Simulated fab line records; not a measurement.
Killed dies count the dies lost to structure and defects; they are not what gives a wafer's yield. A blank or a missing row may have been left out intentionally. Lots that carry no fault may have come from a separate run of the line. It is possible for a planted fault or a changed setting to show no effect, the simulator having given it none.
Which tool is to blame? + flow nand harc + 24 lots, 72 wafers sampled, at 6 steps of a route of 1302

WHAT THE GAUGES READ, wafer by wafer
NHARC_A_ONON_D2_THK_MEAS_34: measures by ellipsometry. Usual: thk nm 200.9 nm, standard deviation 3.
| lot  | measured     | on            | thk nm (nm)       | flag |
|------|--------------|---------------|-------------------|------|
| L074 | day 13 02:18 | film metro-02 | 198.5 200.3 203.0 |      |
| L075 | day 13 12:47 | film metro-02 | 205.5 205.9 202.8 |      |
| L076 | day 13 12:51 | film metro-01 | 199.4 199.7 203.1 |      |
| L077 | day 14 06:26 | film metro-01 | 199.8 196.5 203.4 |      |
| L079 | day 14 23:56 | film metro-01 | 198.0 196.6 207.1 |      |
| L078 | day 14 23:47 | film metro-01 | 196.4 200.8 201.2 |      |
| L080 | day 15 22:15 | film metro-01 | 199.2 201.8 200.7 |      |
| L081 | day 15 22:14 | film metro-02 | 199.2 197.9 198.7 |      |
| L083 | day 16 16:23 | film metro-01 | 197.6 203.7 201.6 |      |
| L082 | day 16 16:22 | film metro-01 | 199.7 199.2 201.3 |      |
| L084 | day 17 08:05 | film metro-01 | 200.2 199.1 201.0 |      |
| L085 | day 17 08:05 | film metro-02 | 195.7 202.6 200.4 |      |
| L086 | day 17 22:32 | film metro-01 | 203.9 203.1 204.4 |      |
| L087 | day 19 03:12 | film metro-01 | 199.3 197.9 202.8 |      |
| L088 | day 19 03:09 | film metro-02 | 201.1 199.3 203.1 |      |
| L089 | day 19 12:31 | film metro-01 | 202.1 203.5 203.0 |      |
| L090 | day 19 12:29 | film metro-01 | 198.9 205.7 204.1 |      |
| L091 | day 20 04:36 | film metro-01 | 197.5 197.8 202.3 |      |
| L092 | day 20 13:21 | film metro-01 | 196.1 199.2 202.0 |      |
| L093 | day 20 23:01 | film metro-01 | 204.2 208.9 206.6 |      |
| L094 | day 21 16:47 | film metro-02 | 199.6 198.7 202.8 |      |
| L095 | day 21 16:59 | film metro-02 | 200.9 195.7 204.5 |      |
| L096 | day 22 05:40 | film metro-01 | 197.2 196.0 201.7 |      |
| L097 | day 22 05:26 | film metro-01 | 200.5 202.5 207.4 |      |

NHARC_A_CHANNEL_FILL_D2_INSPECT_13. Usual: raw defect count 335, standard deviation 110.
| lot  | measured     | on                | raw defect count | flag |
|------|--------------|-------------------|------------------|------|
| L074 | day 15 11:49 | defect inspect-02 | 239 191 369      |      |
| L075 | day 15 22:42 | defect inspect-02 | 306 314 352      |      |
| L076 | day 15 22:48 | defect inspect-01 | 407 371 361      |      |
| L077 | day 16 18:10 | defect inspect-02 | 376 342 398      |      |
| L079 | day 17 09:31 | defect inspect-02 | 245 410 350      |      |
| L078 | day 17 09:37 | defect inspect-02 | 209 412 327      |      |
| L080 | day 18 09:29 | defect inspect-02 | 694 770 526      |      |
| L081 | day 18 09:39 | defect inspect-01 | 296 396 300      |      |
| L083 | day 19 06:26 | defect inspect-01 | 294 390 486      |      |
| L082 | day 19 06:23 | defect inspect-01 | 204 203 288      |      |
| L084 | day 19 19:22 | defect inspect-02 | 266 265 351      |      |
| L085 | day 19 22:12 | defect inspect-01 | 464 441 342      |      |
| L086 | day 20 10:38 | defect inspect-01 | 248 172 267      |      |
| L087 | day 21 20:41 | defect inspect-01 | 398 278 362      |      |
| L088 | day 21 14:35 | defect inspect-02 | 245 208 200      |      |
| L089 | day 22 03:42 | defect inspect-02 | 415 447 239      |      |
| L090 | day 22 03:45 | defect inspect-01 | 618 504 430      |      |
| L091 | day 22 16:37 | defect inspect-02 | 187 249 248      |      |
| L092 | day 22 23:53 | defect inspect-01 | 262 280 228      |      |
| L093 | day 23 12:29 | defect inspect-02 | 304 325 405      |      |
| L094 | day 24 04:07 | defect inspect-02 | 370 224 304      |      |
| L095 | day 24 04:11 | defect inspect-01 | 383 311 173      |      |
| L096 | day 24 15:44 | defect inspect-01 | 353 242 235      |      |
| L097 | day 24 15:34 | defect inspect-02 | 405 624 430      |      |

WHICH TOOL RAN EACH LOT (tool, then ch and the chambers of the sampled wafers, then the start)
| lot  | NHARC_A_CHANNEL_HOLE_D1_ETCH_33  | NHARC_A_CHANNEL_HOLE_D1_XSEM_31 | NHARC_A_DECK1_JOINT_CMP_02    | NHARC_A_CHANNEL_FILL_D2_CMP_10 |
|------|----------------------------------|---------------------------------|-------------------------------|--------------------------------|
| L074 | har etch-01 ch 0,1, day 8 21:43  | xsem-01 ch 0, day 8 23:19       | cmp-04 ch 2,3, day 12 12:28   | cmp-01 ch 0,1,3, day 15 11:13  |
| L075 | har etch-01 ch 0,1, day 9 10:36  | xsem-01 ch 0, day 9 12:11       | cmp-04 ch 1,2, day 12 22:29   | cmp-02 ch 0,1,3, day 15 22:08  |
| L076 | har etch-02 ch 0,1, day 9 12:52  | xsem-02 ch 0, day 9 14:34       | cmp-03 ch 0,1,2, day 12 22:32 | cmp-04 ch 0,1,2, day 15 22:07  |
| L077 | har etch-02 ch 0,1, day 9 23:38  | xsem-02 ch 0, day 10 01:13      | cmp-04 ch 1,2,3, day 13 13:55 | cmp-04 ch 0,1,3, day 16 17:10  |
| L079 | har etch-01 ch 0,1, day 10 16:35 | xsem-01 ch 0, day 10 18:11      | cmp-01 ch 1,2, day 14 09:44   | cmp-02 ch 0,1,2, day 17 08:56  |
| L078 | har etch-02 ch 0,1, day 10 18:35 | xsem-02 ch 0, day 10 20:21      | cmp-04 ch 1,2, day 14 09:44   | cmp-04 ch 0,2,3, day 17 09:02  |
| L080 | har etch-01 ch 0,1, day 11 14:04 | xsem-01 ch 0, day 11 15:41      | cmp-03 ch 0,2,3, day 15 07:53 | cmp-02 ch 0,1,2, day 18 08:52  |
| L081 | har etch-02 ch 1, day 11 14:31   | xsem-02 ch 0, day 11 16:18      | cmp-01 ch 0,1,2, day 15 07:55 | cmp-04 ch 1,2, day 18 08:52    |
| L083 | har etch-01 ch 0,1, day 12 07:01 | xsem-02 ch 0, day 12 09:07      | cmp-04 ch 0,1, day 16 00:18   | cmp-01 ch 0,3, day 19 05:49    |
| L082 | har etch-02 ch 0,1, day 12 09:26 | xsem-01 ch 0, day 12 11:09      | cmp-01 ch 0,1,3, day 16 00:20 | cmp-04 ch 1,2,3, day 19 05:48  |
| L084 | har etch-02 ch 0,1, day 13 02:16 | xsem-02 ch 0, day 13 04:04      | cmp-01 ch 1,2,3, day 16 18:26 | cmp-01 ch 0,1, day 19 18:45    |
| L085 | har etch-01 ch 0,1, day 13 04:39 | xsem-01 ch 0, day 13 06:26      | cmp-04 ch 0,2,3, day 16 18:26 | cmp-02 ch 0,2,3, day 19 21:34  |
| L086 | har etch-02 ch 0,1, day 13 14:26 | xsem-02 ch 0, day 13 16:03      | cmp-01 ch 0,1, day 17 08:16   | cmp-04 ch 2,3, day 20 10:02    |
| L087 | har etch-02 ch 0,1, day 14 21:39 | xsem-02 ch 0, day 14 23:14      | cmp-01 ch 0,1,3, day 18 15:11 | cmp-04 ch 1,2,3, day 21 20:07  |
| L088 | har etch-01 ch 0,1, day 14 23:05 | xsem-01 ch 0, day 15 00:44      | cmp-01 ch 0,1,2, day 18 13:11 | cmp-02 ch 0,3, day 21 13:58    |
| L089 | har etch-02 ch 0,1, day 15 04:32 | xsem-02 ch 0, day 15 06:14      | cmp-01 ch 1,2,3, day 18 22:34 | cmp-01 ch 0,1, day 22 03:06    |
| L090 | har etch-01 ch 0, day 15 12:04   | xsem-01 ch 0, day 15 13:46      | cmp-04 ch 0,2,3, day 18 22:32 | cmp-02 ch 0,2,3, day 22 03:10  |
| L091 | har etch-01 ch 0,1, day 15 22:43 | xsem-02 ch 0, day 16 00:22      | cmp-04 ch 1,2, day 19 15:00   | cmp-04 ch 0,1, day 22 16:01    |
| L092 | har etch-01 ch 0,1, day 16 11:22 | xsem-01 ch 0, day 16 13:01      | cmp-01 ch 2,3, day 19 23:24   | cmp-04 ch 1,2,3, day 22 23:19  |
| L093 | har etch-01 ch 0,1, day 16 15:34 | xsem-02 ch 0, day 16 17:36      | cmp-04 ch 0,2, day 20 06:05   | cmp-04 ch 1,3, day 23 11:53    |
| L094 | har etch-01 ch 0,1, day 17 09:18 | xsem-02 ch 0, day 17 10:50      | cmp-04 ch 1,2,3, day 20 22:23 | cmp-04 ch 1,2,3, day 24 03:25  |
| L095 | har etch-02 ch 0,1, day 17 14:00 | xsem-01 ch 0, day 17 15:37      | cmp-03 ch 0,3, day 21 03:13   | cmp-01 ch 0,1, day 24 03:20    |
| L096 | har etch-01 ch 0,1, day 18 01:07 | xsem-02 ch 0, day 18 02:45      | cmp-01 ch 0,1, day 21 15:40   | cmp-04 ch 2,3, day 24 14:57    |
| L097 | har etch-01 ch 0,1, day 18 05:25 | xsem-01 ch 0, day 18 06:59      | cmp-03 ch 0,1, day 21 15:38   | cmp-01 ch 0,1,2, day 24 14:57  |
- NHARC_A_CHANNEL_HOLE_D1_ETCH_33: etches the open film in C4F8/O2/Ar, time 90 s, target depth 400 nm.
- NHARC_A_CHANNEL_HOLE_D1_XSEM_31
- NHARC_A_DECK1_JOINT_CMP_02: polishes SiOx.
- NHARC_A_CHANNEL_FILL_D2_CMP_10: polishes, target thk 150 nm.

WHAT THE TOOLS THEMSELVES READ (means of the sampled wafers that have a number; where no wafer has one, the mark that the record gives instead)
NHARC_A_CHANNEL_HOLE_D1_ETCH_33. Usual: drypump motor current A 5.5 A, standard deviation 0.32; showerhead plenum p Torr 3.70 Torr, standard deviation 0.083; throttle valve pct 27.620 %, standard deviation 0.0094.
| lot  | tool        | drypump motor current A (A) | showerhead plenum p Torr (Torr) | throttle valve pct (%) | flag |
|------|-------------|-----------------------------|---------------------------------|------------------------|------|
| L074 | har etch-01 | 5.7                         | 3.76                            | 27.621                 |      |
| L075 | har etch-01 | 5.6                         | 3.76                            | 27.609                 |      |
| L076 | har etch-02 | 5.4                         | 3.69                            | 27.623                 |      |
| L077 | har etch-02 | 5.4                         | 3.69                            | 27.614                 |      |
| L079 | har etch-01 | 5.7                         | 3.75                            | 27.624                 |      |
| L078 | har etch-02 | 5.1                         | 3.62                            | 27.624                 |      |
| L080 | har etch-01 | 5.7                         | 3.74                            | 27.614                 |      |
| L081 | har etch-02 | 4.9                         | 3.55                            | 27.615                 |      |
| L083 | har etch-01 | 5.7                         | 3.74                            | 27.619                 |      |
| L082 | har etch-02 | 5.4                         | 3.67                            | 27.628                 |      |
| L084 | har etch-02 | 5.4                         | 3.66                            | 27.618                 |      |
| L085 | har etch-01 | 5.7                         | 3.73                            | 27.616                 |      |
| L086 | har etch-02 | 5.4                         | 3.66                            | 27.628                 |      |
| L087 | har etch-02 | 5.4                         | 3.65                            | 27.617                 |      |
| L088 | har etch-01 | 5.6                         | 3.72                            | 27.615                 |      |
| L089 | har etch-02 | 5.1                         | 3.59                            | 27.619                 |      |
| L090 | har etch-01 | 5.5                         | 3.72                            | 27.626                 |      |
| L091 | har etch-01 | 5.7                         | 3.71                            | 27.618                 |      |
| L092 | har etch-01 | 5.7                         | 3.71                            | 27.617                 |      |
| L093 | har etch-01 | 5.7                         | 3.70                            | 27.630                 |      |
| L094 | har etch-01 | 5.8                         | 3.70                            | 27.619                 |      |
| L095 | har etch-02 | 5.4                         | 3.79                            | 27.624                 |      |
| L096 | har etch-01 | 5.6                         | 3.69                            | 27.625                 |      |
| L097 | har etch-01 | 5.7                         | 3.69                            | 27.624                 |      |

NHARC_A_CHANNEL_HOLE_D1_XSEM_31. Usual: bot cd nm 74.5 nm, standard deviation 1.3; bow nm 8.7 nm, standard deviation 0.31; tilt deg 0.08 degrees, standard deviation 0.043.
| lot  | tool    | bot cd nm (nm) | bow nm (nm) | tilt deg (degrees) | flag |
|------|---------|----------------|-------------|--------------------|------|
| L074 | xsem-01 | 74.4           | 8.5         | -0.03              |      |
| L075 | xsem-01 | 74.5           | 9.0         | 0.15               |      |
| L076 | xsem-02 | 74.6           | 8.6         | 0.13               |      |
| L077 | xsem-02 | 73.8           | 8.6         | -0.00              |      |
| L079 | xsem-01 | 73.9           | 8.6         | 0.13               |      |
| L078 | xsem-02 | 75.5           | 9.0         | 0.03               |      |
| L080 | xsem-01 | 75.0           | 8.3         | 0.14               |      |
| L081 | xsem-02 | 75.7           | 8.8         | 0.06               |      |
| L083 | xsem-02 | 75.6           | 8.6         | 0.08               |      |
| L082 | xsem-01 | 74.7           | 9.3         | 0.12               |      |
| L084 | xsem-02 | 75.2           | 8.5         | 0.10               |      |
| L085 | xsem-01 | 75.4           | 8.8         | 0.05               |      |
| L086 | xsem-02 | 74.8           | 9.2         | 0.06               |      |
| L087 | xsem-02 | 74.4           | 8.7         | 0.03               |      |
| L088 | xsem-01 | 73.1           | 9.2         | 0.10               |      |
| L089 | xsem-02 | 75.2           | 9.0         | 0.06               |      |
| L090 | xsem-01 | 72.6           | 8.8         | 0.07               |      |
| L091 | xsem-02 | 73.4           | 8.5         | 0.07               |      |
| L092 | xsem-01 | 73.9           | 8.3         | 0.07               |      |
| L093 | xsem-02 | 73.2           | 8.2         | 0.08               |      |
| L094 | xsem-02 | 75.1           | 8.7         | 0.13               |      |
| L095 | xsem-01 | 74.1           | 8.5         | 0.10               |      |
| L096 | xsem-02 | 76.4           | 8.1         | 0.09               |      |
| L097 | xsem-01 | 75.8           | 9.0         | 0.06               |      |

NHARC_A_DECK1_JOINT_CMP_02. Usual: motor current A 12.6 A, standard deviation 1.1; pad life wafers 180, standard deviation 100; retaining ring pressure frac 1.001, standard deviation 0.0056.
| lot  | tool   | motor current A (A) | pad life wafers | retaining ring pressure frac | flag |
|------|--------|---------------------|-----------------|------------------------------|------|
| L074 | cmp-04 | 12.2                | 260             | 1.002                        |      |
| L075 | cmp-04 | 13.1                | 306             | 1.001                        |      |
| L076 | cmp-03 | 12.8                | 104             | 0.998                        |      |
| L077 | cmp-04 | 12.4                | 392             | 0.995                        |      |
| L079 | cmp-01 | 12.7                | 102             | 1.004                        |      |
| L078 | cmp-04 | 12.9                | 36              | 1.000                        |      |
| L080 | cmp-03 | 12.5                | 362             | 1.001                        |      |
| L081 | cmp-01 | 13.8                | 188             | 1.001                        |      |
| L083 | cmp-04 | 12.2                | 132             | 1.006                        |      |
| L082 | cmp-01 | 13.2                | 278             | 0.998                        |      |
| L084 | cmp-01 | 12.6                | 332             | 1.001                        |      |
| L085 | cmp-04 | 11.5                | 194             | 1.001                        |      |
| L086 | cmp-01 | 13.8                | 30              | 1.003                        |      |
| L087 | cmp-01 | 13.3                | 122             | 1.005                        |      |
| L088 | cmp-01 | 13.7                | 116             | 0.998                        |      |
| L089 | cmp-01 | 12.5                | 151             | 0.997                        |      |
| L090 | cmp-04 | 11.7                | 68              | 1.001                        |      |
| L091 | cmp-04 | 12.4                | 157             | 1.009                        |      |
| L092 | cmp-01 | 13.1                | 248             | 1.006                        |      |
| L093 | cmp-04 | 11.6                | 200             | 0.997                        |      |
| L094 | cmp-04 | 12.3                | 260             | 1.006                        |      |
| L095 | cmp-03 | 12.6                | 102             | 1.006                        |      |
| L096 | cmp-01 | 13.0                | 43              | 0.992                        |      |
| L097 | cmp-03 | 12.6                | 144             | 0.995                        |      |

NHARC_A_CHANNEL_FILL_D2_CMP_10. Usual: motor current A 12.6 A, standard deviation 1.2; pad life wafers 196, standard deviation 93; retaining ring pressure frac 1.000, standard deviation 0.005; time to endpoint s 16 s, standard deviation 3.4.
| lot  | tool   | motor current A (A) | pad life wafers | retaining ring pressure frac | time to endpoint s (s) | flag |
|------|--------|---------------------|-----------------|------------------------------|------------------------|------|
| L074 | cmp-01 | 13.1                | 212             | 1.000                        | 16                     |      |
| L075 | cmp-02 | 13.4                | 128             | 0.994                        | 16                     |      |
| L076 | cmp-04 | 12.0                | 122             | 0.999                        | 16                     |      |
| L077 | cmp-04 | 12.1                | 188             | 0.998                        | 17                     |      |
| L079 | cmp-02 | 12.6                | 278             | 0.999                        | 22                     |      |
| L078 | cmp-04 | 11.6                | 278             | 1.000                        | 17                     |      |
| L080 | cmp-02 | 12.5                | 373             | 1.005                        | 21                     |      |
| L081 | cmp-04 | 12.5                | 26              | 1.001                        | 14                     |      |
| L083 | cmp-01 | 14.0                | 194             | 1.000                        | 12                     |      |
| L082 | cmp-04 | 12.3                | 116             | 1.002                        | 13                     |      |
| L084 | cmp-01 | 13.4                | 228             | 1.004                        | 12                     |      |
| L085 | cmp-02 | 12.8                | 67              | 1.002                        | 21                     |      |
| L086 | cmp-04 | 12.3                | 205             | 1.003                        | 14                     |      |
| L087 | cmp-04 | 12.6                | 356             | 0.998                        | 12                     |      |
| L088 | cmp-02 | 13.6                | 204             | 0.994                        | 18                     |      |
| L089 | cmp-01 | 14.0                | 86              | 1.000                        | 14                     |      |
| L090 | cmp-02 | 12.4                | 272             | 0.997                        | 19                     |      |
| L091 | cmp-04 | 12.2                | 55              | 0.997                        | 20                     |      |
| L092 | cmp-04 | 12.4                | 98              | 0.999                        | 14                     |      |
| L093 | cmp-04 | 12.2                | 152             | 0.999                        | 15                     |      |
| L094 | cmp-04 | 12.1                | 231             | 0.997                        | 13                     |      |
| L095 | cmp-01 | 13.2                | 258             | 1.004                        | 15                     |      |
| L096 | cmp-04 | 11.9                | 276             | 0.998                        | 11                     |      |
| L097 | cmp-01 | 13.5                | 301             | 0.998                        | 17                     |      |

THE ANSWER, worked out from the rows above alone
Rule: a lot counts as off when the mean over its wafers that have a number is more than 3 standard deviations away from the usual mean. Also off: a lot with no number at a reading for which 4 or more lots have one. Any other lot the step has rows for is counted as sound. Order of review: gauges by route order, followed by the tools' own readings, for which a lot's mean as printed above is used. At the first step where some lot is off, the reading lying furthest off is the one used; lots without a number count as furthest.
Nothing can be told from this: no lot is off at any reading shown.

WHAT THE SIMULATOR PUT IN
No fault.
